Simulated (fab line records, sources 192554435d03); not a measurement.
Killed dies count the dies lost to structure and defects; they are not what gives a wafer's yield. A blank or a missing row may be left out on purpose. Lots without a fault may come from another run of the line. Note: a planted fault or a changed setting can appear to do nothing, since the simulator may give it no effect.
fab line records	flow n5_finfet
record lots=4	wafers=12	last_day=20
route steps=1938 shown FIN_SAQP@127 FIN_CUT@154 BEOL_M4@1111 PASSIVATION@1936
lots untouched by any fault: they come from a run of this same line in which no faults occurred
start_h: hours from the record's opening day to when the first of the lot's shown wafers began	wait_h: how many hours have passed since the lot's step before this one	" identical to the entry in the row above	L1.1+2: a single row standing in for several wafers	- either no value or no given start	* or withheld: withheld	< > ~ a bound
route shown NAME@n: names a module that has steps shown in the file, with the first one's number in the route	usual: average and standard deviation across the fault-free wafers	same: alike in all rows	chamber/n: place in a boat	sites: each site's reading	_std_site: the values' standard deviation	_edge_site: the outer-site mean with the inner-site mean subtracted	radius_mm: how far each site lies from the wafer's centre	mask NAME#n: copy n	behind: the most recent tool/chamber to have shaped the wafer	hold: why the lot was held/for how many hours/how that ended	device: the n, p or np transistor that did not switch	end of line: tests run on the same wafers once the route is complete	step lacking rows: just its recipe	killed: the dies lost at the first sort to structure and to defects; this is not the yield of the wafer	map: per-die view of a wafer (x killed, . not killed, _ where there is no die)
set.NAME: the run value of the setting; set.NAME@STEP: its run value at that earlier step	model.NAME: the simulator's own value behind a step, which no gauge read
certain route steps with their lots: each step a table, each wafer a row
services: when a tool's chamber went out of use (start_h, in hours from the record's first day, below 0 if earlier), for how many hours, and the reason
## steps
# step N5_FIN_SAQP_MANDREL1_REMOVE_56
# recipe chemistry=HBr/Cl2/O2	bt_time_s=10	target=a-Si	stop_on=SiNx	endpoint=OES-SiCl	over_etch_frac=1	icp_w=600	bias_w=22	HBr_flow_sccm=150	Cl2_flow_sccm=80	O2_flow_sccm=5	pressure_mtorr=10
# step N5_FIN_SAQP_ETCH_57
# recipe chemistry=CH3F/O2	target=SiNx	mask_material=SiO2	target_depth_a=325	time_s=46.4	pressure_mtorr=30	source_w=395	bias_w=73	Ar_flow_sccm=150	CH3F_flow_sccm=30	O2_flow_sccm=20	ion_energy_ev=120	ends=cleared
# step N5_FIN_SAQP_ETCH_65
# recipe chemistry=CF4	target=SiO2	target_depth_a=40	ion_energy_ev=350	time_s=4.4	pressure_mtorr=10	icp_w=800	bias_w=400	cf4_flow_sccm=80
# step N5_FIN_SAQP_MANDREL_ETCH_58
# recipe chemistry=HBr/Cl2	target=a-Si	target_depth_a=450	bt_time_s=10	stop_on=SiNx	mask_material=SiO2	over_etch_frac=0.8	time_s=27	pressure_mtorr=10	icp_w=800	bias_w=75	HBr_flow_sccm=150	Cl2_flow_sccm=80	ends=end_point
# step N5_FIN_SAQP_RECESS_63
# recipe chemistry=HF/NH3	target=SiO2	target_depth_a=180	afs_cycles=3	temp_c=30	sublimation_temp_c=180	sublimation_time_s=60
# step N5_FIN_SAQP_COAT_68
# recipe resist=SOC	temp_c=250	time_s=60	spin_rpm=1500	resist_thk_nm=100
# step N5_FIN_SAQP_ETCH_69
# recipe chemistry=N2/H2	target=SOC	target_depth_a=1500	stop_on=SiNx	ion_energy_ev=100	bias_w=61	pressure_mtorr=30	source_w=850	n2_flow_sccm=200	h2_flow_sccm=200
# step N5_FIN_SAQP_ETCH_67
# recipe chemistry=CH3F/O2	target=SiNx	target_depth_a=300	mask_material=SOC	pressure_mtorr=30	source_w=395	bias_w=73	Ar_flow_sccm=150	CH3F_flow_sccm=30	O2_flow_sccm=20	ion_energy_ev=120
# step N5_FIN_SAQP_STRIP_70
# recipe chemistry=N2/H2	power_w=500	temp_c=40	pressure_mtorr=50	rf_frequency_hz=6e+07	overash_fraction=0.3	bias_power_w=28	h2_frac=0.5	n2_flow_sccm=300	h2_flow_sccm=300
# step N5_FIN_SAQP_RECESS_71
# recipe chemistry=HF/NH3	target=SiO2	target_depth_a=30	afs_cycles=1	temp_c=30	sublimation_temp_c=180	sublimation_time_s=60
# step N5_FIN_SAQP_SPACER2_ALD_28
# recipe material=SiO2	target_thk_a=81	temp_c=300	ald_precursor_family=BDEAS	ald_co_reactant=O2-plasma	pulse_time_s=1	purge_time_s=2	co_reactant_purge_time_s=2	pressure_torr=2
# step N5_FIN_SAQP_SPACER2_ETCHBACK_29
# recipe chemistry=CHF3/O2	mode=anisotropic_etchback	target=SiO2	target_depth_a=122	time_s=6.1	pressure_mtorr=30	source_w=650	bias_w=170	Ar_flow_sccm=200	CHF3_flow_sccm=50	O2_flow_sccm=5	ion_energy_ev=200
# usual drypump_motor_current_A=5.7/0.41	oes_product_au=0.75/0.066	rf_vpp_V=524/5.5	showerhead_plenum_p_Torr=2.42/0.091	throttle_valve_pct=18.99/0.13
lot.wafer	tool	chamber	start_h	wait_h	drypump_motor_current_A	oes_product_au	rf_hours_counter_h	rf_vpp_V	showerhead_plenum_p_Torr	throttle_valve_pct
L857.3	rie_diel-05	2	67.67	0.3	5.8	0.73	183	519	2.50	19.24
L857.5	"	0	"	"	6.3	0.69	-	537	2.47	19.14
L857.6	"	3	"	"	6.6	0.74	-	522	2.51	18.96
L859.1	rie_diel-05	0	81.98	0.2	6.3	0.69	238	538	2.47	19.15
L859.5	"	0	"	"	6.3	0.69	-	537	2.47	19.15
L859.6	"	3	"	"	6.7	0.73	-	521	2.51	18.96
L861.3	rie_diel-05	2	93.85	0.2	5.7	0.72	193	518	2.49	19.27
L861.4	"	0	"	"	6.3	0.70	243	537	2.46	19.16
L861.5	"	3	"	"	6.6	0.73	-	521	2.50	18.97
L871.1	rie_diel-04	2	151.19	0.2	5.2	0.71	199	520	2.39	19.02
L871.2	"	0	"	"	6.1	0.68	248	521	2.27	19.07
L871.3	"	3	"	"	5.2	0.70	223	526	2.47	19.05
# step N5_FIN_SAQP_MANDREL2_REMOVE_60
# recipe chemistry=HBr/Cl2/O2	bt_time_s=10	target=a-Si	stop_on=SiNx	endpoint=OES-SiCl	over_etch_frac=1	icp_w=600	bias_w=22	HBr_flow_sccm=150	Cl2_flow_sccm=80	O2_flow_sccm=5	pressure_mtorr=10
# step N5_FIN_SAQP_HM_OPEN_33
# recipe chemistry=CH3F/O2	target=SiNx	mask_material=SiO2	target_depth_a=494	time_s=70.6	pressure_mtorr=30	source_w=395	bias_w=73	Ar_flow_sccm=150	CH3F_flow_sccm=30	O2_flow_sccm=20	ion_energy_ev=120	ends=cleared
# step N5_FIN_SAQP_ETCH_34
# recipe chemistry=C4F6/O2	target=SiO2	target_depth_a=450	time_s=15	ion_energy_ev=250	pressure_mtorr=30	source_w=345	bias_w=185	Ar_flow_sccm=300	C4F6_flow_sccm=10	O2_flow_sccm=10	ends=cleared
# step N5_FIN_SAQP_STRIP_77
# recipe chemistry=N2/H2	time_s=90	power_w=100	temp_c=40	pressure_mtorr=100	rf_frequency_hz=6e+07	bias_power_w=3	n2_flow_sccm=300	h2_flow_sccm=300
# step N5_FIN_SAQP_ETCH_64
# recipe chemistry=CF4	target=SiO2	target_depth_a=15	ion_energy_ev=350	pressure_mtorr=10	icp_w=800	bias_w=400	cf4_flow_sccm=80
# step N5_FIN_SAQP_FIN_ETCH_36
# recipe chemistry=HBr/Cl2/O2	target_depth_a=1200	mask_material=SiNx	time_s=50.4	bias_w=102	pressure_mtorr=10	icp_w=800	HBr_flow_sccm=150	Cl2_flow_sccm=80	O2_flow_sccm=12
# step N5_FIN_SAQP_PRECLEAN_38
# recipe chemistry=O3/DIW	time_s=45	temp_c=22	o3_ppm=10
# step N5_FIN_SAQP_PRECLEAN_45
# recipe chemistry=dHF	time_s=10	dilution=500:1	temp_c=25
# step N5_FIN_SAQP_SRD_39
# recipe dry=ipa_marangoni	time_s=30	temp_c=23	rinse_liquid=diw
# step N5_FIN_SAQP_INSPECT_40
# recipe inspect_instrument=brightfield	mode=aei
# usual raw_defect_count=219/60
lot.wafer	tool	chamber	start_h	wait_h	raw_defect_count
L857.3	defect_inspect-01	-	68.47	0.0	235
L857.5	"	-	"	"	244
L857.6	"	-	"	"	204
L859.1	defect_inspect-01	-	82.75	0.0	623
L859.5	"	-	"	"	701
L859.6	"	-	"	"	759
L861.3	defect_inspect-01	-	94.63	0.0	547
L861.4	"	-	"	"	679
L861.5	"	-	"	"	552
L871.1	defect_inspect-02	-	152.03	0.0	239
L871.2	"	-	"	"	243
L871.3	"	-	"	"	247
# step N5_FIN_CUT_COAT_18
# recipe resist=SOC	temp_c=250	time_s=60	spin_rpm=1500	resist_thk_nm=230
# step N5_FIN_CUT_COAT_19
# recipe resist=SiARC	temp_c=220	time_s=60	spin_rpm=1500	resist_thk_nm=20
# step N5_FIN_CUT_COAT_29
# recipe resist=underlayer	temp_c=205	time_s=60	spin_rpm=1500	resist_thk_nm=10
# step N5_FIN_CUT_COAT_02
# recipe resist=CAR-EUV	spin_rpm=1500	resist_thk_nm=30
# step N5_FIN_CUT_EBR_04
# recipe solvent=PGMEA	ebr_width_mm=1.5
# step N5_FIN_CUT_SOFTBAKE_03
# recipe temp_c=110	time_s=60	resist=CAR-EUV
# step N5_FIN_CUT_EXPOSE_05
# recipe mask_id=FIN_CUT	na=0.33	source_shape=annular	sigma_inner=0.35	sigma_outer=0.8	polarization=unpolarized	dose_mj=45.75
# step N5_FIN_CUT_PEB_06
# recipe peb_temp_c=100	peb_time_s=60	resist=CAR-EUV
# step N5_FIN_CUT_DEVELOP_07
# recipe develop_time_s=30	developer=TMAH	resist=CAR-EUV	rinse_liquid=surfactant_rinse	dry=air_spin	dev_temp_c=23
# step N5_FIN_CUT_INSPECT_10
# recipe mode=adi	inspect_instrument=brightfield
# usual raw_defect_count=41/11
lot.wafer	tool	chamber	start_h	wait_h	raw_defect_count
L857.3	defect_inspect-02	-	68.86	0.0	29
L857.5	"	-	"	"	37
L857.6	"	-	"	"	33
L859.1	defect_inspect-01	-	83.15	0.1	367
L859.5	"	-	"	"	359
L859.6	"	-	"	"	364
L861.3	defect_inspect-01	-	95.03	0.0	345
L861.4	"	-	"	"	356
L861.5	"	-	"	"	339
L871.1	defect_inspect-01	-	152.42	0.1	44
L871.2	"	-	"	"	43
L871.3	"	-	"	"	53
# step N5_FIN_CUT_DESCUM_13
# recipe chemistry=O2	time_s=7	source_power_w=50	bias_power_w=20	pressure_mtorr=20	rf_frequency_hz=2.712e+07	temp_c=40	resist=CAR-EUV	o2_flow_sccm=225
# step N5_FIN_CUT_ETCH_30
# recipe chemistry=N2/H2	target=underlayer	target_depth_a=130	mask_material=CAR-EUV	time_s=10.4	ion_energy_ev=200	pressure_mtorr=30	source_w=840	bias_w=150	n2_flow_sccm=200	h2_flow_sccm=200	ends=cleared
# step N5_FIN_CUT_ETCH_20
# recipe chemistry=CF4	target=SiARC	target_depth_a=260	mask_material=CAR-EUV	time_s=43.3	ion_energy_ev=80	pressure_mtorr=40	source_w=545	bias_w=36	Ar_flow_sccm=100	cf4_flow_sccm=100	ends=cleared
# step N5_FIN_CUT_INSPECT_17
# recipe inspect_instrument=brightfield	mode=aei
# usual raw_defect_count=228/64
lot.wafer	tool	chamber	start_h	wait_h	raw_defect_count
L857.3	defect_inspect-01	-	69.81	0.0	253
L857.5	"	-	"	"	257
L857.6	"	-	"	"	221
L859.1	defect_inspect-01	-	84.24	0.0	639
L859.5	"	-	"	"	735
L859.6	"	-	"	"	746
L861.3	defect_inspect-02	-	96.02	0.0	541
L861.4	"	-	"	"	660
L861.5	"	-	"	"	554
L871.1	defect_inspect-01	-	153.38	0.0	275
L871.2	"	-	"	"	287
L871.3	"	-	"	"	266
# step N5_BEOL_M4_RC_MEAS_101
# usual DIBL_N=36.3/1.1	DIBL_P=36.3/1.4	IOFF_N=0.155/0.019	IOFF_P=0.211/0.027	ION_N=672/8.5	ION_P=462/5.8	SS_N=71.5/0.56	SS_P=73.3/0.52	VT_N=249.9/2.5	VT_P=-249.8/2.8
lot.wafer	tool	chamber	start_h	wait_h	DIBL_N[mV/V]	DIBL_P[mV/V]	IOFF_N[nA/um]	IOFF_P[nA/um]	ION_N[uA/um]	ION_P[uA/um]	SS_N[mV/dec]	SS_P[mV/dec]	VT_N[mV]	VT_P[mV]
L857.3	prober-02	0	289.88	0.3	35.3	35.3	0.149	0.185	672	461	71.3	73.5	249.7	-252.8
L857.5	"	0	"	"	36.5	37.0	0.173	0.213	683	468	71.7	73.4	246.0	-247.2
L857.6	"	0	"	"	37.4	37.2	0.183	0.226	678	457	71.5	73.6	247.7	-249.5
L859.1	prober-02	0	311.05	0.0	37.1	38.0	0.147	0.188	670	454	71.0	73.7	251.5	-250.6
L859.5	"	0	"	"	36.5	37.2	0.148	0.181	670	455	71.5	72.3	249.4	-254.8
L859.6	"	0	"	"	36.9	37.3	0.154	0.184	675	455	70.8	73.3	250.4	-252.2
L861.3	prober-01	0	324.41	0.3	36.5	36.3	0.144	0.179	664	454	71.0	72.9	252.7	-253.3
L861.4	"	0	"	"	37.4	38.0	0.157	0.202	668	453	71.6	73.4	251.0	-252.1
L861.5	"	0	"	"	37.2	37.4	0.153	0.197	668	454	72.6	73.4	248.3	-252.3
L871.1	prober-01	0	368.20	0.0	37.3	39.4	0.209	0.284	680	470	72.2	73.1	247.2	-244.7
L871.2	"	0	"	"	36.1	38.4	0.178	0.258	674	465	71.7	73.7	249.4	-248.1
L871.3	"	0	"	"	35.0	37.1	0.165	0.238	675	470	71.0	73.3	247.5	-246.2
# step N5_PASSIVATION_PROBE_49
# usual defect_limited_yield=91.4/1.2	killed_at_M0_to_M3=34/10	killed_at_M4_up=14/5.1	killed_at_contacts=12/6.4	killed_at_front_end=38/9.3	killed_at_other=4/3	killed_dies=102/15	killed_open=67/12	killed_short=33/6.9	sort_bin_5_function=5.0/0.86	sort_bin_6_memory=3.2/0.58	sort_n_pass=1078/15	sort_yield_pct=91.4/1.2
# same gross_dies=1180	killed_at_back_side=0	sort_bin_4_leakage[%]=0	sort_bin_8_speed[%]=0
lot.wafer	tool	chamber	start_h	wait_h	defect_limited_yield[%]	killed_at_M0_to_M3	killed_at_M4_up	killed_at_contacts	killed_at_front_end	killed_at_other	killed_dies	killed_open	killed_short	sort_bin_5_function[%]	sort_bin_6_memory[%]	sort_n_pass	sort_yield_pct[%]
L859.1	prober-02	-	422.19	0.4	85.8	25	13	11	111	8	168	45	24	9.1	3.5	1012	85.8
L859.5	prober-02	-	422.39	0.6	84.4	29	9	6	135	5	184	53	25	9.9	4.6	996	84.4
L859.6	prober-02	-	422.44	0.6	87.9	26	13	5	91	8	143	51	33	7.7	3.2	1037	87.9
L861.3	prober-01	-	435.13	0.1	83.0	25	11	11	149	5	201	54	37	10.4	4.7	979	83.0
L861.4	prober-01	-	435.18	0.2	83.2	32	17	8	141	0	198	72	25	10.6	4.5	982	83.2
L861.5	prober-01	-	435.23	0.2	87.9	30	14	4	90	5	143	52	29	7.1	3.8	1037	87.9
# killed by level:class
L859.1 FIN_SAQP:unspecified=95 MOL_CONTACT_COAG:geometric_particle:open=10 BEOL_M0_SAQP:geometric_particle:open=7 STI_FIN_REVEAL:geometric_particle:open=5 BEOL_M0_SAQP:geometric_particle:short=5 DUMMY_GATE:geometric_particle:open=4 BEOL_M2:geometric_particle:open=3 BEOL_M4:geometric_particle:open=3
L859.5 FIN_SAQP:unspecified=102 BEOL_M2:geometric_particle:open=6 BEOL_M0_SAQP:geometric_particle:short=6 BEOL_M3:geometric_particle:open=6 FIN_SAQP:geometric_particle:open=5 GATE_CUT:geometric_particle:open=5 GATE_CUT:geometric_particle:short=5 BEOL_M0_SAQP:geometric_particle:open=5
L859.6 FIN_SAQP:unspecified=58 FIN_SAQP:geometric_particle:open=7 BEOL_M4:geometric_particle:open=7 FIN_SAQP:geometric_particle:short=5 BEOL_M0_SAQP:geometric_particle:short=5 BEOL_M0_SAQP:geometric_particle:open=5 BEOL_M1:geometric_particle:open=5 DUMMY_GATE:geometric_particle:open=4
L861.3 FIN_SAQP:unspecified=109 MOL_CONTACT_COAG:geometric_particle:open=10 FIN_SAQP:geometric_particle:short=9 BEOL_M0_SAQP:geometric_particle:open=6 GATE_CUT:geometric_particle:short=5 BEOL_M3:geometric_particle:open=5 STARTING-WAFER:geometric_particle:open=5 FIN_SAQP:geometric_particle:open=4
L861.4 FIN_SAQP:unspecified=101 BEOL_M4:geometric_particle:open=12 STI_FIN_REVEAL:geometric_particle:open=11 FIN_SAQP:geometric_particle:short=8 MOL_CONTACT_COAG:geometric_particle:open=8 BEOL_M2:geometric_particle:open=8 BEOL_M0_SAQP:geometric_particle:short=7 BEOL_M0_SAQP:geometric_particle:open=7
L861.5 FIN_SAQP:unspecified=62 BEOL_M4:geometric_particle:open=10 BEOL_M0_SAQP:geometric_particle:short=8 BEOL_M0_SAQP:geometric_particle:open=6 STI_FIN_REVEAL:geometric_particle:open=5 BEOL_M1:geometric_particle:open=5 FIN_SAQP:geometric_particle:short=4 DUMMY_GATE:geometric_particle:open=4
# map L859.5 (x killed, . not)
_________________..x.........________________
______________............x....._____________
___________.....x.....x............__________
__________.x.......................x_________
________......................x......._______
_______x...x...............x.......x...______
______xx.................x.........x...._____
_____....................................____
____x.x.................x......x...x......___
___.....................................x..__
___........................x...x.....xx....__
__.........................................._
__.......x...........xxx.x.x..x............._
_.................x.xxx..xxx..x..............
_..............xxxxxxxxxx..x..........x......
_..x...x.........xxxxxxxxxxx........x........
_.........x....x..xxxxxxxxxxx...........xx...
_......x.......xxxxxxxxxxxxxx....x...........
_.......x.....x...xxxxxxxxxxx..x.....x.......
_................xxxxxxxxxxx........x........
_x...............x.xxxxxxxxx.........x....x..
__............x..x..x.xxxx..........x......._
__.........x.......x.xxxx...............xx.._
___..x........x....x.xx..................x.__
___....x..............x..........x..x......__
____.........x.............x....x.x.......___
_____x.....x...x.......................x.____
______..x.........................x....._____
_______...x............................______
________..............x...x..........._______
__________.......x..x.....x........._________
___________.x.....x................__________
______________................x._____________
_________________..x..x......________________
# map L861.3 (x killed, . not)
_________________.x..........________________
______________.......x.....x...._____________
___________........................__________
__________..x....x......x..........._________
________..x........x...x.x.xx....x...._______
_______.x.........x....xxx.xxx.........______
______......x......xxxxxxxx.xx.....x...._____
_____............xxxxxxxxxxxxxx..x.......____
____x...x...........xxxxxxxxxxx.x.x.......___
___x............x..xxxxxxxxxxx.xx..........__
___..x..x.......x..xxxxxxxxxxxxx...........__
__..........x.....x.xxxxxxxxx.xx..........x._
__.....x...x....x.xxxxxxxxxxx.x...x.x......._
_..x..............xx.x.x.xx..x........x.....x
_.............x......xx.x.xx.x...............
_.............x........x...................x.
_........x..................x...........x....
_.....x.....x....x...x......x.......x........
_.x............xx..........x.x...............
_.....x..x..............x.........x..........
_x.....xx......x......x...x...........x......
__.......................x................x._
__.x.x..x....x........x....................x_
___........x........x.............x........__
___x...................x...x............x..__
____..........x.....................x.....___
_____....................x...............____
______.................................._____
_______..............x.................______
________..x.x.............x......x...x_______
__________x..x........x.........x.x._________
___________.......................x__________
______________..x..............._____________
_________________............________________
## services
tool	chamber	start_h	hours	kind
rie_diel-04	1	54.35	-	clean
rie_diel-04	1	54.35	-	consumable_replace:focus_ring
rie_diel-04	1	54.35	18.2	scheduled_down
rie_diel-04	1	54.35	18.2	vent_cycle
rie_diel-04	3	81.15	6.9	repair
rie_diel-05	0	113.99	-	clean
rie_diel-05	0	113.99	-	consumable_replace:focus_ring
rie_diel-05	0	113.99	24.4	scheduled_down
rie_diel-05	0	113.99	24.4	vent_cycle
rie_diel-05	1	126.71	2.8	repair
rie_diel-05	2	144.20	3.8	repair
## key
first_sign step=N5_FIN_SAQP_INSPECT_40	reading=raw_defect_count	direction=up	sigmas=7.1	usual=219	struck=644
effect step=N5_FIN_CUT_INSPECT_10	reading=raw_defect_count	direction=up	sigmas=30	usual=41	struck=355
effect step=N5_FIN_CUT_INSPECT_17	reading=raw_defect_count	direction=up	sigmas=6.5	usual=228	struck=646
effect step=N5_PASSIVATION_PROBE_49	reading=killed_at_front_end	direction=up	sigmas=8.8	usual=38	struck=120
more_kills_born_at N5_FIN_SAQP_SPACER2_ETCHBACK_29@rie_diel-05=527
met_at N5_FIN_SAQP_SPACER2_ETCHBACK_29
struck_wafers L859.1,L859.5,L859.6,L861.3,L861.4,L861.5
onset_between 67.67 81.98
fault kind=chamber_particle_source	tool=rie_diel-05	chamber=-	onset_h=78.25	steps=N5_FIN_SAQP_SPACER2_ETCHBACK_29	rate_per_visit_cm2=0.4659	end_h=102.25
